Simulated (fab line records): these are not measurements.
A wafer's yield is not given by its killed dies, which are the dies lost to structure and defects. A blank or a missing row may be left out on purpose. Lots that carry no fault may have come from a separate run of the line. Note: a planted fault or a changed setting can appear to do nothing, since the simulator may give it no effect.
Comparing a struck lot with a sound one ; flow nand_harc ; 14 out of 1302 route steps
Sound: wafers L312.1, L312.3, L312.4. Struck: wafer L320.6. (L320.1, L320.5 of the same lot were not struck and are left out.) The cause comes at the end.
For every step that has rows: the tool of each side, followed by ch and its chambers, followed by its first start. Under that, the readings that differ: sound wafers ; struck wafers ; difference of the means ; sigmas: that difference in standard deviations of wafers without a fault.
alike: a reading whose means differ by less than 2 such deviations, as well as words and numbers matching on both sides. not compared: withheld readings; readings where some wafer has no value; bounds like >300 that might hide an equal value; numbers whose values overlap and for which the record gives no deviation.
The two part at a step that has a row with sigmas, a row that says differs or no value, or rows on one side only. Non-overlapping numbers with no deviation appear without sigmas and do not part them. A reading missing from all wafers of one side parts the sides only when that side holds two or more wafers.

first, 7 steps without rows for these wafers: NHARC_P_M2_COAT_34 (time 65 s); NHARC_P_M2_COAT_03 (resist thk 90 nm); NHARC_P_M2_SOFTBAKE_04 (time 55 s); NHARC_P_M2_EBR_05; NHARC_P_M2_EXPOSE_06 (exposes mask P M2, target cd 170 nm); NHARC_P_M2_PEB_07 (peb time 65 s); NHARC_P_M2_DEVELOP_08 (develop time 35 s).
NHARC_P_M2_CD_MEAS_09: the cd target is 170 nm.
  sound on cd_sem-02 ch 0, day 7 11:16; struck on cd_sem-03 ch 0, day 11 00:45
reading;sound;struck;difference;sigmas
cd_nm (nm);170.6 170.8 170.9;169.4;-1.4;-2
NHARC_P_M2_OVL_MEAS_10: pitch 340 nm.
  sound: overlay-02 at day 7 11:21; struck: overlay-01 at day 11 00:50
  alike: overlay_x_nm, overlay_y_nm
NHARC_P_M2_INSPECT_11:
  sound: defect_inspect-01 at day 7 11:23; struck: defect_inspect-01 at day 11 00:52
  alike: raw_defect_count
NHARC_P_M2_DESCUM_14: chemistry O2, time 3 s.
  sound on rie_diel-02 ch 1,2,3, day 7 11:28; struck on rie_diel-13 ch 1, day 11 00:56
  alike: chamber_pressure_mTorr, drypump_motor_current_A, oes_product_au, rf_vpp_V, showerhead_plenum_p_Torr, throttle_valve_pct
  not compared: rf_hours_counter_h
NHARC_P_M2_ETCH_35: etches the open film in N2/H2, target depth 40 nm, overetch 12 nm, time 43.94 s.
  sound on rie_diel-02 ch 0,1,3, day 7 11:33; struck on rie_diel-13 ch 1, day 11 01:02
reading;sound;struck;difference;sigmas
chamber_pressure_mTorr (mTorr);29.964 29.980 29.976;30.046;+0.073;+3
oes_product_au (a.u.);0.986 0.990 0.997;1.017;+0.026;+2
  alike: bias_w, drypump_motor_current_A, h2_flow_sccm, rf_vpp_V, run_length_s, showerhead_plenum_p_Torr, throttle_valve_pct
  not compared: rf_hours_counter_h
NHARC_P_M2_ETCH_15: etches the open film in C4F8/Ar, target depth 182.5 nm, time 91.2 s.
  sound on rie_diel-02 ch 0,1,2, day 7 11:38; struck on rie_diel-13 ch 3, day 11 01:08
reading;sound;struck;difference;sigmas
run_length_s (s);112.9 112.0 112.8;99.3;-13.3;-34
  alike: chamber_pressure_mTorr, oes_product_au, rf_vpp_V
  not compared: bias_w, rf_hours_counter_h
NHARC_P_M2_CD_MEAS_16:
  sound: cd_sem-03 at day 7 11:46; struck: cd_sem-03 at day 11 01:14
  alike: cd_nm

WHERE THEY PART
At NHARC_P_M2_CD_MEAS_09 first; at NHARC_P_M2_ETCH_15 last (within this record only). Later steps at which nothing parts them and some readings are alike: NHARC_P_M2_CD_MEAS_16.

WHY: what the simulator had put in
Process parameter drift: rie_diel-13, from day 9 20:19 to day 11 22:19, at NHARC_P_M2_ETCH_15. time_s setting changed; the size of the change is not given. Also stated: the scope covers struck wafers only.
